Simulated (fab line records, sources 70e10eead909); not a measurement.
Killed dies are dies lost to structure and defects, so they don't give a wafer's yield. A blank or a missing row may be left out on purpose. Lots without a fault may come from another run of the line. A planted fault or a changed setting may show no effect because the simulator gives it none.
fab line records | flow nand_harc
record lots=12 wafers=36 last_day=25
route steps=1159 shown P_M1@293 END@1159
lots that met no fault: from a run of the same line without faults
start_h: hours from the record's first day to the start of the lot's first wafer shown | wait_h: hours since the lot's step before | " the same as in the row above | L1.1+2: a row that stands for several wafers | - no value, or no start given | * or withheld: withheld | < > ~ a bound
route shown NAME@n: a module of which the file shows steps, and the number in the route of the first | usual: mean/standard deviation of fault-free wafers | same: alike in all rows | chamber/n: place in a boat | sites: the reading at each site | _std_site: their standard deviation | _edge_site: outer sites' mean less inner sites' | radius_mm: how far each site lies from the wafer's centre | mask NAME#n: copy n | behind: the tool/chamber that last shaped the wafer | hold: why the lot was held/for how many hours/how that ended | device: the transistor (n, p or np) that didn't switch | end of line: the same wafers' tests at the end of the route | a step without rows: its recipe alone | killed: dies lost to structure and defects at the first sort, not the wafer's yield | map: a wafer's dies, x killed, . not, _ none there
set.NAME: the setting as run; set.NAME@STEP: as run at that earlier step | model.NAME: the simulator's own value behind a step, which no gauge read
steps of the route over a sample of lots; a table a step, a row a wafer
services: from which hour (start_h, from the record's first day; less than 0 if before it) a tool's chamber was out of use, for how many hours, and why
## steps
# step NHARC_P_M1_PEB_07
# recipe peb_temp_c=100 peb_time_s=65
# usual heater_power_total_W=156.6/0.43 plate_temp_C=100.02/0.13
# columns lot.wafer tool chamber start_h wait_h heater_power_total_W plate_temp_C
L957.1 litho_track-01 0 122.27 0.1 156.1 99.95
L957.2 " 0 " " 156.3 99.98
L957.6 " 0 " " 157.1 99.92
L960.1 litho_track-01 0 148.49 0.1 156.7 100.06
L960.5 " 0 " " 156.0 99.98
L960.6 " 0 " " 157.1 99.99
L963.3 litho_track-06 0 154.62 0.0 156.1 100.18
L963.5 " 0 " " 156.8 99.99
L963.6 " 0 " " 155.8 100.22
L965.1 litho_track-06 0 168.12 0.1 157.2 99.95
L965.2 " 0 " " 157.2 99.99
L965.3 " 0 " " 156.7 99.92
L966.1 litho_track-06 0 173.70 0.1 156.7 99.87
L966.4 " 0 " " 156.7 99.83
L966.6 " 0 " " 156.0 99.94
L971.4 litho_track-06 0 200.82 0.0 156.2 99.86
L971.5 " 0 " " 157.1 99.77
L971.6 " 0 " " 156.1 99.72
L968.1 litho_track-04 0 202.04 0.1 157.0 99.99
L968.2 " 0 " " 156.9 99.89
L968.4 " 0 " " 156.3 99.97
L975.1 litho_track-06 0 230.04 0.1 160.4 101.50
L975.3 " 0 " " 160.3 101.61
L975.4 " 0 " " 159.7 101.55
L978.3 litho_track-04 0 238.56 0.0 157.0 100.14
L978.5 " 0 " " 157.0 100.14
L978.6 " 0 " " 157.2 100.06
L977.1 litho_track-06 0 239.13 0.1 160.5 101.78
L977.2 " 0 " " 160.5 101.75
L977.6 " 0 " " 159.4 101.75
L979.1 litho_track-04 0 252.97 0.1 157.2 100.37
L979.2 " 0 " " 156.0 100.04
L979.4 " 0 " " 156.7 100.40
L980.1 litho_track-04 0 266.41 0.1 157.2 100.02
L980.2 " 0 " " 156.2 99.93
L980.4 " 0 " " 155.9 99.92
# step NHARC_P_M1_CD_MEAS_09
# recipe target_cd_nm=130 landing_energy_ev=500
# usual cd_nm=130.0/0.63
# columns lot.wafer tool chamber start_h wait_h cd_nm
L957.1 cd_sem-02 0 122.35 - 129.0
L957.2 " 0 " " 129.6
L957.6 " 0 " " 128.2
L960.1 cd_sem-02 0 148.57 - 129.2
L960.5 " 0 " " 129.8
L960.6 " 0 " " 130.2
L963.3 cd_sem-02 0 154.71 - 130.4
L963.5 " 0 " " 130.0
L963.6 " 0 " " 129.3
L965.1 cd_sem-02 0 168.20 - 129.2
L965.2 " 0 " " 130.2
L965.3 " 0 " " 129.7
L966.1 cd_sem-02 0 173.78 - 130.3
L966.4 " 0 " " 129.7
L966.6 " 0 " " 129.5
L971.4 cd_sem-03 0 200.90 - 129.3
L971.5 " 0 " " 130.0
L971.6 " 0 " " 129.9
L968.1 cd_sem-03 0 202.12 - 130.6
L968.2 " 0 " " 130.3
L968.4 " 0 " " 129.3
L975.1 cd_sem-03 0 230.12 - 135.3
L975.3 " 0 " " 136.3
L975.4 " 0 " " 135.5
L978.3 cd_sem-02 0 238.65 - 130.1
L978.5 " 0 " " 130.1
L978.6 " 0 " " 129.3
L977.1 cd_sem-01 0 239.21 - 135.7
L977.2 " 0 " " 136.0
L977.6 " 0 " " 135.8
L979.1 cd_sem-03 0 253.05 - 131.1
L979.2 " 0 " " 131.0
L979.4 " 0 " " 130.7
L980.1 cd_sem-02 0 266.49 - 130.5
L980.2 " 0 " " 129.7
L980.4 " 0 " " 129.6
# step NHARC_P_M1_PRE_CLEAN_30
# recipe time_s=30 temp_c=280 gas=H2/He
# usual heater_power_w=402/44
# columns lot.wafer tool chamber start_h wait_h heater_power_w
L957.1 pvd_sputter-01 - - - 400
L957.2 " - " " 441
L957.6 " - " " 414
L960.1 pvd_sputter-03 - - - 337
L960.6 " - " " 441
L960.5 " - " " 386
L963.3 pvd_sputter-03 - - - 334
L963.5 " - " " 399
L963.6 " - " " 334
L965.1 pvd_sputter-03 - - - 411
L965.2 " - " " 339
L965.3 " - " " 442
L966.4 pvd_sputter-02 - - - 354
L966.1 " - " " 451
L966.6 " - " " 331
L971.4 pvd_sputter-01 - - - 426
L971.5 " - " " 406
L971.6 " - " " 451
L968.2 pvd_sputter-03 - - - 398
L968.4 " - " " 346
L968.1 " - " " 449
L975.1 pvd_sputter-02 - - - 324
L975.3 " - " " 387
L975.4 " - " " 383
L978.3 pvd_sputter-01 - - - 448
L978.6 " - " " 430
L978.5 " - " " 472
L977.2 pvd_sputter-02 - - - 389
L977.1 " - " " 316
L977.6 " - " " 432
L979.1 pvd_sputter-02 - - - 443
L979.2 " - " " 383
L979.4 " - " " 380
L980.2 pvd_sputter-01 - - - 458
L980.1 " - " " 441
L980.4 " - " " 423
# step NHARC_P_M1_PVD_21
# recipe target_thk_a=300 chamber_pressure_pa=5 power_w=5000 substrate_temp_c=30 time_s=20.49 material=Cu
# usual throttle_valve_pct=30.0/0.81
# columns lot.wafer tool chamber start_h wait_h throttle_valve_pct
L957.2 pvd_sputter-01 - - - 30.4
L957.1 " - " " 29.6
L957.6 " - " " 30.0
L960.1 pvd_sputter-03 - - - 29.5
L960.6 " - " " 29.0
L960.5 " - " " 31.6
L963.3 pvd_sputter-03 - - - 29.9
L963.6 " - " " 31.6
L963.5 " - " " 29.9
L965.1 pvd_sputter-03 - - - 29.4
L965.2 " - " " 29.2
L965.3 " - " " 31.4
L966.1 pvd_sputter-02 - - - 28.9
L966.4 " - " " 29.9
L966.6 " - " " 29.9
L971.4 pvd_sputter-01 - - - 30.0
L971.5 " - " " 28.9
L971.6 " - " " 30.7
L968.1 pvd_sputter-03 - - - 31.6
L968.4 " - " " 29.6
L968.2 " - " " 29.2
L975.3 pvd_sputter-02 - - - 29.6
L975.4 " - " " 30.5
L975.1 " - " " 29.5
L978.3 pvd_sputter-01 - - - 29.0
L978.6 " - " " 30.2
L978.5 " - " " 31.3
L977.1 pvd_sputter-02 - - - 30.8
L977.2 " - " " 29.0
L977.6 " - " " 29.6
L979.2 pvd_sputter-02 - - - 30.6
L979.4 " - " " 29.5
L979.1 " - " " 29.4
L980.2 pvd_sputter-01 - - - 29.9
L980.1 " - " " 31.0
L980.4 " - " " 29.1
# step NHARC_P_M1_ANNEAL_31
# recipe temp_c=225 time_s=90
# usual wafer_temp_C_max=225.97/0.28
# columns lot.wafer tool chamber start_h wait_h wafer_temp_C_max
L957.1 rtp_anneal-02 0 124.37 0.3 225.84
L957.2 " 0 " " 225.86
L957.6 " 0 " " 226.21
L960.1 rtp_anneal-02 0 150.54 0.3 225.68
L960.5 " 0 " " 226.25
L960.6 " 0 " " 226.20
L963.3 rtp_anneal-01 0 156.82 - 225.40
L963.5 " 0 " " 225.88
L963.6 " 0 " " 226.27
L965.1 rtp_anneal-01 0 170.19 0.3 225.61
L965.2 " 0 " " 226.15
L965.3 " 0 " " 225.60
L966.1 rtp_anneal-01 0 175.92 0.5 226.02
L966.4 " 0 " " 225.74
L966.6 " 0 " " 225.98
L971.4 rtp_anneal-02 0 202.98 - 226.08
L971.5 " 0 " " 225.98
L971.6 " 0 " " 226.22
L968.1 rtp_anneal-02 0 204.07 0.3 225.82
L968.2 " 0 " " 226.04
L968.4 " 0 " " 225.82
L975.1 rtp_anneal-01 0 232.06 - 225.54
L975.3 " 0 " " 225.75
L975.4 " 0 " " 225.80
L978.3 rtp_anneal-01 0 240.69 - 225.55
L978.5 " 0 " " 225.82
L978.6 " 0 " " 225.65
L977.1 rtp_anneal-01 0 241.38 0.6 226.22
L977.2 " 0 " " 225.89
L977.6 " 0 " " 225.88
L979.1 rtp_anneal-01 0 255.14 0.5 225.90
L979.2 " 0 " " 225.69
L979.4 " 0 " " 225.79
L980.1 rtp_anneal-01 0 268.48 - 226.44
L980.2 " 0 " " 226.58
L980.4 " 0 " " 226.11
# step NHARC_END_SORT_01
# recipe temp_c=25
# usual defect_limited_yield=95.3/1.7 killed_at_array=28/11 killed_at_other=0.5/0.85 killed_at_periphery=2.7/1.9 killed_dies=32/12 killed_open=3.3/1.6 killed_short=2.1/1.5 sort_bin_2_pct=1.5/0.71 sort_bin_3_pct=0.25/0.23 sort_bin_4_pct=3.0/1.1 sort_n_pass=645/12 sort_rim_yield_pct=95/3.1 sort_yield_pct=95.3/1.7
# same gross_dies=677 sort_bin_5_pct[%]=0 sort_bin_6_pct[%]=0 sort_bin_7_pct[%]=0 sort_bin_8_pct[%]=0 sort_rim_n_gross=106.00
# columns lot.wafer tool chamber start_h wait_h defect_limited_yield[%] killed_at_array killed_at_other killed_at_periphery killed_dies killed_open killed_short sort_bin_2_pct[%] sort_bin_3_pct[%] sort_bin_4_pct[%] sort_n_pass sort_rim_yield_pct[%] sort_yield_pct[%]
L966.1 prober-02 0 493.25 2.5 95.0 28 1 5 34 4 4 1.3 0.30 3.4 643 94 95.0
L966.4 prober-02 0 495.66 3.4 97.3 16 0 2 18 3 2 0.7 0.15 1.8 659 95 97.3
L966.6 prober-02 0 497.27 4.0 95.9 24 0 4 28 2 3 0.9 0.44 2.8 649 98 95.9
L965.1 prober-01 0 498.43 2.5 94.5 35 1 1 37 0 3 1.5 0.44 3.5 640 93 94.5
L965.2 prober-01 0 499.24 2.8 94.4 35 0 3 38 4 2 0.9 0.59 4.1 639 90 94.4
L965.3 prober-01 0 500.04 3.1 95.9 26 2 0 28 2 0 1.2 0.15 2.8 649 95 95.9
L971.4 prober-02 0 515.32 3.4 92.9 44 0 4 48 5 1 2.8 0.15 4.1 629 87 92.9
L971.5 prober-02 0 516.11 3.7 92.8 45 1 3 49 5 4 2.5 0.15 4.6 628 92 92.8
L971.6 prober-02 0 516.90 3.9 92.6 48 0 2 50 2 3 1.8 0.89 4.7 627 88 92.6
L968.1 prober-02 0 520.66 2.5 93.6 37 1 5 43 4 1 1.3 0.15 4.9 634 93 93.6
L975.1 prober-02 0 563.94 2.5 98.1 12 0 1 13 1 2 0.4 0.15 1.3 664 97 98.1
L975.3 prober-02 0 565.54 3.1 96.5 24 0 0 24 4 4 0.3 0.44 2.8 653 96 96.5
L975.4 prober-02 0 566.34 3.4 97.0 16 0 4 20 2 3 1.5 0.15 1.3 657 99 97.0
# killed by level:class
L966.1 A_CONTACT:chamber_film_flake=10 A_CHANNEL_HOLE_D1:chamber_film_flake=5 A_BONDPAD:chamber_film_flake=4 A_CHANNEL_FILL_D1:chamber_film_flake=2 P_STI:geometric_particle:open=1 P_M0:geometric_particle:short=1 A_SOURCE_PLATE:geometric_particle:open=1 A_SOURCE_PLATE:geometric_particle:short=1
L966.4 A_CONTACT:chamber_film_flake=3 A_SGD_CUT:geometric_particle:short=2 P_GATE:chamber_film_flake=2 A_STAIRCASE:chamber_film_flake=2 A_WL_FILL:chamber_film_flake=2 A_BONDPAD:chamber_film_flake=2 A_CHANNEL_FILL_D1:geometric_particle:open=1 A_WL_FILL:geometric_particle:open=1
L966.6 A_CONTACT:chamber_film_flake=8 A_STAIRCASE:chamber_film_flake=4 A_BONDPAD:chamber_film_flake=3 P_GATE:chamber_film_flake=2 A_CHANNEL_HOLE_D1:chamber_film_flake=2 A_WL_FILL:chamber_film_flake=2 P_GATE:geometric_particle:short=1 A_ONON_D1:geometric_particle:short=1
L965.1 A_CHANNEL_HOLE_D1:chamber_film_flake=12 A_SLIT:chamber_film_flake=11 A_STAIRCASE:chamber_film_flake=3 A_WL_FILL:geometric_particle:short=2 A_ZERO_WELL:chamber_film_flake=2 A_CONTACT:chamber_film_flake=2 A_BONDPAD:chamber_film_flake=2 A_M0:geometric_particle:short=1
L965.2 A_CHANNEL_HOLE_D1:chamber_film_flake=15 A_SLIT:chamber_film_flake=12 A_STAIRCASE:chamber_film_flake=2 P_GATE:geometric_particle:open=1 P_M0:geometric_particle:open=1 P_M1:geometric_particle:short=1 A_ONON_D1:geometric_particle:open=1 A_CONTACT:geometric_particle:short=1
L965.3 A_SLIT:chamber_film_flake=13 A_CHANNEL_HOLE_D1:chamber_film_flake=7 A_STAIRCASE:chamber_film_flake=2 THIN_TSV:chamber_film_flake=2 A_WL_FILL:geometric_particle:open=1 A_CONTACT:geometric_particle:open=1 A_CHANNEL_FILL_D1:chamber_film_flake=1 A_BONDPAD:chamber_film_flake=1
L971.4 A_CHANNEL_HOLE_D1:chamber_film_flake=14 A_STAIRCASE:chamber_film_flake=12 A_SLIT:chamber_film_flake=11 P_M0:geometric_particle:open=2 A_ZERO_WELL:chamber_film_flake=2 P_CONTACT:geometric_particle:short=1 A_SOURCE_PLATE:geometric_particle:open=1 A_ONON_D1:geometric_particle:open=1
L971.5 A_CHANNEL_HOLE_D1:chamber_film_flake=15 A_SLIT:chamber_film_flake=13 A_STAIRCASE:chamber_film_flake=6 A_CONTACT:geometric_particle:open=2 P_CONTACT:geometric_particle:open=1 P_M0:geometric_particle:open=1 A_ONON_D1:geometric_particle:short=1 A_CHANNEL_HOLE_D1:geometric_particle:short=1
L971.6 A_SLIT:chamber_film_flake=13 A_CHANNEL_HOLE_D1:chamber_film_flake=12 A_STAIRCASE:chamber_film_flake=7 A_CONTACT:chamber_film_flake=6 A_CHANNEL_FILL_D1:chamber_film_flake=3 A_SOURCE_PLATE:geometric_particle:short=1 A_ONON_D1:geometric_particle:open=1 A_WL_FILL:geometric_particle:short=1
L968.1 A_SLIT:chamber_film_flake=15 A_CHANNEL_HOLE_D1:chamber_film_flake=5 A_STAIRCASE:chamber_film_flake=4 A_WL_FILL:chamber_film_flake=4 P_ZERO_WELL:chamber_film_flake=2 P_GATE:chamber_film_flake=2 A_CONTACT:chamber_film_flake=2 P_GATE:geometric_particle:open=1
L975.1 A_CHANNEL_HOLE_D1:chamber_film_flake=4 A_WL_FILL:chamber_film_flake=2 P_CONTACT:geometric_particle:open=1 A_WL_FILL:geometric_particle:short=1 A_M0:geometric_particle:short=1 A_CHANNEL_FILL_D1:chamber_film_flake=1 A_STAIRCASE:chamber_film_flake=1 A_SLIT:chamber_film_flake=1
L975.3 A_CHANNEL_HOLE_D1:chamber_film_flake=5 A_WL_FILL:chamber_film_flake=4 A_CONTACT:chamber_film_flake=4 A_STAIRCASE:chamber_film_flake=3 A_CONTACT:geometric_particle:open=2 A_ONON_D1:geometric_particle:short=1 A_CHANNEL_HOLE_D1:geometric_particle:open=1 A_STAIRCASE:geometric_particle:open=1
L975.4 A_CHANNEL_HOLE_D1:chamber_film_flake=5 A_CONTACT:chamber_film_flake=4 A_STAIRCASE:chamber_film_flake=3 P_GATE:geometric_particle:short=1 P_M0:geometric_particle:open=1 A_ONON_D1:geometric_particle:short=1 A_WL_FILL:geometric_particle:short=1 A_CONTACT:geometric_particle:open=1
## services
# columns tool chamber start_h hours kind
pvd_sputter-03 - 102.00 10.0 pm
pvd_sputter-01 - 102.13 0.6 repair
litho_track-06 - 117.00 7.0 pm
litho_track-04 - 141.00 7.0 pm
pvd_sputter-01 - 158.00 10.0 pm
pvd_sputter-02 - 204.09 1.2 repair
pvd_sputter-02 - 211.80 0.9 repair
pvd_sputter-02 - 214.02 10.0 pm
litho_track-01 - 268.01 7.0 pm
## key
first_sign step=NHARC_P_M1_PEB_07 reading=plate_temp_C direction=up sigmas=12 usual=* struck=*
effect step=NHARC_P_M1_PEB_07 reading=heater_power_total_W direction=up sigmas=8.2 usual=* struck=*
effect step=NHARC_P_M1_CD_MEAS_09 reading=cd_nm direction=up sigmas=9.2 usual=130.0 struck=135.8
met_at NHARC_P_M1_PEB_07
struck_lots L975,L977
not_acting_at NHARC_P_M1_PRE_CLEAN_30,NHARC_P_M1_PVD_21,NHARC_P_M1_ANNEAL_31
onset_between 200.82 230.04
fault kind=process_parameter_drift tool=litho_track-06 chamber=- onset_h=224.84 steps=NHARC_P_M1_PEB_07 channel=peb_temp_c offset=* shape=step end_h=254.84 acts_in=* stated=*
